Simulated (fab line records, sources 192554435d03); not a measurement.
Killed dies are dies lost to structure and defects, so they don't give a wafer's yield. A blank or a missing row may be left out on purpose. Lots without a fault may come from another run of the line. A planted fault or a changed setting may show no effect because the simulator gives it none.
Chamber matching | flow n5_finfet | N5_HKMG_FIN_ETCH_86 on rie_diel-06: 4 sister chambers
The step etches SOC in N2/H2, stops on TiN, target depth 393.2 nm. 4 wafers are shown with their chamber, then 7 later ones without.

WAFERS WITH THEIR CHAMBER
wafer  | chamber | showerhead_plenum_p_Torr (Torr)
L076.3 | 2       | 2.60
L083.6 | 0       | 2.40
L085.2 | 1       | 2.56
L085.3 | 3       | 2.50

WAFERS WITHOUT THEIR CHAMBER
wafer  | showerhead_plenum_p_Torr (Torr)
L085.5 | 2.50
L091.1 | 2.55
L091.2 | 2.72
L091.5 | 2.55
L094.2 | 2.49
L094.4 | 2.58
L094.5 | 2.58

WHICH CHAMBER EACH WENT THROUGH
wafer  | from the rows above          | in truth
L085.5 | can't be placed: 3 or 1      | 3
L091.1 | can't be placed: 1 or 3 or 2 | 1
L091.2 | can't be placed: 2 or 1      | 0
L091.5 | can't be placed: 1 or 3 or 2 | 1
L094.2 | can't be placed: 3 or 1 or 0 | 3
L094.4 | can't be placed: 1 or 2 or 3 | 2
L094.5 | can't be placed: 1 or 2 or 3 | 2
Placed correctly: 0 of 7. Can't be placed from these rows: 7 (the true chamber is among the candidates in 6). Placed wrongly: 0.
How it was worked out, from the rows above alone: a wafer's distance from a chamber is the root of the sum, over the readings, of the square of ((its reading less the chamber's mean) divided by the reading's scatter). The wafer belongs to the nearest chamber; if the next one is less than 2 further off, it can't be placed. A chamber's mean is the mean of its shown wafers. The scatter: with one shown wafer a chamber, the root of the mean of the squares of how far each hidden wafer lies from its nearest shown one.
